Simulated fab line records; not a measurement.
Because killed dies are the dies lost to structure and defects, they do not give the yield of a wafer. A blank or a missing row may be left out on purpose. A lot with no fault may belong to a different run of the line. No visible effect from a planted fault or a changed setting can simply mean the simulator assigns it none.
Matching of chambers || flow n5-finfet || 4 sister chambers for N5_HKMG_FIN_STRIP_92 on rie-diel-06
The step strips SOC in N2/H2, time 20 s. 16 wafers are shown with their chamber, then 8 later ones without.

EACH WAFER AND ITS CHAMBER
{"wafer": "L079.1", "chamber": 0, "drypump-motor-current-A (A)": 5.7, "showerhead-plenum-p-Torr (Torr)": 3.47, "throttle-valve-pct (%)": 19.0}
{"wafer": "L079.3", "chamber": 3, "drypump-motor-current-A (A)": 5.4, "showerhead-plenum-p-Torr (Torr)": 3.16, "throttle-valve-pct (%)": 19.1}
{"wafer": "L079.4", "chamber": 1, "drypump-motor-current-A (A)": 6.6, "showerhead-plenum-p-Torr (Torr)": 3.47, "throttle-valve-pct (%)": 18.6}
{"wafer": "L080.2", "chamber": 2, "drypump-motor-current-A (A)": 6.3, "showerhead-plenum-p-Torr (Torr)": 3.34, "throttle-valve-pct (%)": 19.5}
{"wafer": "L080.4", "chamber": 3, "drypump-motor-current-A (A)": 5.4, "showerhead-plenum-p-Torr (Torr)": 3.16, "throttle-valve-pct (%)": 19.1}
{"wafer": "L080.5", "chamber": 0, "drypump-motor-current-A (A)": 5.8, "showerhead-plenum-p-Torr (Torr)": 3.47, "throttle-valve-pct (%)": 19.1}
{"wafer": "L082.1", "chamber": 0, "drypump-motor-current-A (A)": 5.7, "showerhead-plenum-p-Torr (Torr)": 3.47, "throttle-valve-pct (%)": 19.0}
{"wafer": "L082.3", "chamber": 3, "drypump-motor-current-A (A)": 5.4, "showerhead-plenum-p-Torr (Torr)": 3.16, "throttle-valve-pct (%)": 19.1}
{"wafer": "L082.5", "chamber": 2, "drypump-motor-current-A (A)": 6.3, "showerhead-plenum-p-Torr (Torr)": 3.33, "throttle-valve-pct (%)": 19.5}
{"wafer": "L084.2", "chamber": 1, "drypump-motor-current-A (A)": 6.6, "showerhead-plenum-p-Torr (Torr)": 3.47, "throttle-valve-pct (%)": 18.6}
{"wafer": "L084.3", "chamber": 3, "drypump-motor-current-A (A)": 5.4, "showerhead-plenum-p-Torr (Torr)": 3.16, "throttle-valve-pct (%)": 19.1}
{"wafer": "L084.5", "chamber": 2, "drypump-motor-current-A (A)": 6.3, "showerhead-plenum-p-Torr (Torr)": 3.33, "throttle-valve-pct (%)": 19.5}
{"wafer": "L086.1", "chamber": 0, "drypump-motor-current-A (A)": 5.7, "showerhead-plenum-p-Torr (Torr)": 3.46, "throttle-valve-pct (%)": 19.1}
{"wafer": "L086.3", "chamber": 1, "drypump-motor-current-A (A)": 6.6, "showerhead-plenum-p-Torr (Torr)": 3.46, "throttle-valve-pct (%)": 18.7}
{"wafer": "L086.4", "chamber": 0, "drypump-motor-current-A (A)": 5.8, "showerhead-plenum-p-Torr (Torr)": 3.46, "throttle-valve-pct (%)": 19.1}
{"wafer": "L090.1", "chamber": 0, "drypump-motor-current-A (A)": 5.8, "showerhead-plenum-p-Torr (Torr)": 3.46, "throttle-valve-pct (%)": 19.1}

SIGNATURES (averages over the wafers above)
{"reading": "drypump-motor-current-A", "chamber 0": 5.750, "chamber 1": 6.600, "chamber 2": 6.300, "chamber 3": 5.400, "scatter within a chamber": 0.0354}
{"reading": "showerhead-plenum-p-Torr", "chamber 0": 3.4650, "chamber 1": 3.4667, "chamber 2": 3.3333, "chamber 3": 3.1600, "scatter within a chamber": 0.00486}
{"reading": "throttle-valve-pct", "chamber 0": 19.067, "chamber 1": 18.633, "chamber 2": 19.500, "chamber 3": 19.100, "scatter within a chamber": 0.0408}
Rule: for a wafer and a chamber, the distance is found by dividing, reading by reading, the gap between the wafer's reading and the chamber's mean by the reading's scatter, squaring, summing and taking the root. The wafer belongs to the nearest chamber; if the next one is less than 2 further off, it can't be placed. The scatter: the root of (the sum of the squares of (reading less its chamber's mean) over the shown wafers, divided by (wafers less chambers)).

WAFERS WHOSE CHAMBER IS MISSING
{"wafer": "L090.3", "drypump-motor-current-A (A)": 5.4, "showerhead-plenum-p-Torr (Torr)": 3.56, "throttle-valve-pct (%)": 18.7}
{"wafer": "L090.5", "drypump-motor-current-A (A)": 5.7, "showerhead-plenum-p-Torr (Torr)": 3.46, "throttle-valve-pct (%)": 19.1}
{"wafer": "L094.1", "drypump-motor-current-A (A)": 5.7, "showerhead-plenum-p-Torr (Torr)": 3.45, "throttle-valve-pct (%)": 19.1}
{"wafer": "L094.5", "drypump-motor-current-A (A)": 6.6, "showerhead-plenum-p-Torr (Torr)": 3.45, "throttle-valve-pct (%)": 18.7}
{"wafer": "L094.6", "drypump-motor-current-A (A)": 5.7, "showerhead-plenum-p-Torr (Torr)": 3.45, "throttle-valve-pct (%)": 19.1}
{"wafer": "L097.1", "drypump-motor-current-A (A)": 6.6, "showerhead-plenum-p-Torr (Torr)": 3.45, "throttle-valve-pct (%)": 18.7}
{"wafer": "L097.2", "drypump-motor-current-A (A)": 5.4, "showerhead-plenum-p-Torr (Torr)": 3.55, "throttle-valve-pct (%)": 18.7}
{"wafer": "L097.3", "drypump-motor-current-A (A)": 6.3, "showerhead-plenum-p-Torr (Torr)": 3.32, "throttle-valve-pct (%)": 19.1}

CHAMBER TAKEN BY EACH
{"wafer": "L090.3", "from the rows above": 0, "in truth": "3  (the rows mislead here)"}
{"wafer": "L090.5", "from the rows above": 0, "in truth": 0}
{"wafer": "L094.1", "from the rows above": 0, "in truth": 0}
{"wafer": "L094.5", "from the rows above": 1, "in truth": 1}
{"wafer": "L094.6", "from the rows above": 0, "in truth": 0}
{"wafer": "L097.1", "from the rows above": 1, "in truth": 1}
{"wafer": "L097.2", "from the rows above": 0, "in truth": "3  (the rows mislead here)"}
{"wafer": "L097.3", "from the rows above": 2, "in truth": 2}
Correct placement for 6 of the 8. Left unplaced by these rows: 0. Wrongly placed: 2.
